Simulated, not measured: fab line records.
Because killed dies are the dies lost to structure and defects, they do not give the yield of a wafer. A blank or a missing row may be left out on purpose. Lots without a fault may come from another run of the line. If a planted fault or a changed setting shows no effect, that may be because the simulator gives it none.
Which of the tools did it? + flow nand_harc + 12 lots, 36 wafers sampled, at 2 steps of a route of 1302

== WHAT EACH GAUGE READ, for each wafer ==
NHARC_A_CONTACT_INSPECT_71.
| lot  | measured     | on                | raw_defect_count |
|------|--------------|-------------------|------------------|
| L075 | day 22 16:18 | defect_inspect-02 | 107 125 133      |
| L077 | day 22 22:08 | defect_inspect-01 | 98 110 104       |
| L080 | day 24 01:08 | defect_inspect-02 | 115 110 123      |
| L081 | day 24 20:13 | defect_inspect-02 | 96 46 56         |
| L085 | day 26 17:02 | defect_inspect-02 | 119 127 116      |
| L086 | day 26 21:01 | defect_inspect-01 | 21 43 34         |
| L087 | day 27 04:39 | defect_inspect-01 | 61 58 74         |
| L091 | day 28 16:24 | defect_inspect-01 | 58 68 50         |
| L089 | day 29 04:27 | defect_inspect-01 | 61 69 56         |
| L093 | day 29 22:17 | defect_inspect-02 | 90 82 82         |
| L096 | day 30 23:33 | defect_inspect-01 | 95 91 100        |
| L097 | day 31 11:37 | defect_inspect-01 | 19 32 25         |

== WHICH TOOL RAN EACH LOT (tool, then ch and the chambers of the sampled wafers, then the start) ==
| lot  | NHARC_A_CONTACT_DEP_57        |
|------|-------------------------------|
| L075 | acl_dep-02 ch 0, day 22 12:19 |
| L077 | acl_dep-03 ch 0, day 22 18:02 |
| L080 | acl_dep-01 ch 0, day 23 21:11 |
| L081 | acl_dep-03 ch 0, day 24 17:11 |
| L085 | acl_dep-01 ch 0, day 26 13:05 |
| L086 | acl_dep-03 ch 0, day 26 16:55 |
| L087 | acl_dep-02 ch 0, day 27 00:41 |
| L091 | acl_dep-03 ch 0, day 28 12:20 |
| L089 | acl_dep-02 ch 0, day 29 01:01 |
| L093 | acl_dep-03 ch 0, day 29 18:08 |
| L096 | acl_dep-02 ch 0, day 30 19:15 |
| L097 | acl_dep-02 ch 0, day 31 07:31 |
- NHARC_A_CONTACT_DEP_57: deposits aC, target thk 5300 nm.

== THE ANSWER, worked out from the rows above alone ==
Rule: the lots themselves supply what counts as usual. Put in order of their means at a reading, lots are off if they are a third of the lots or fewer, leave a main group of 4 or more, and stand apart from it by a gap of 3 or more times the standard deviation of the main group's means; of several such gaps the widest counts. Not used: any main group whose means are identical at the precision the tables above print for the reading. A lot without any number at a reading at which 4 lots or more have one is off too. Where the step has rows for the other lots, those lots are counted as sound.
None of the lots is off at any reading shown; this tells nothing.

== WHAT THE SIMULATOR PUT IN ==
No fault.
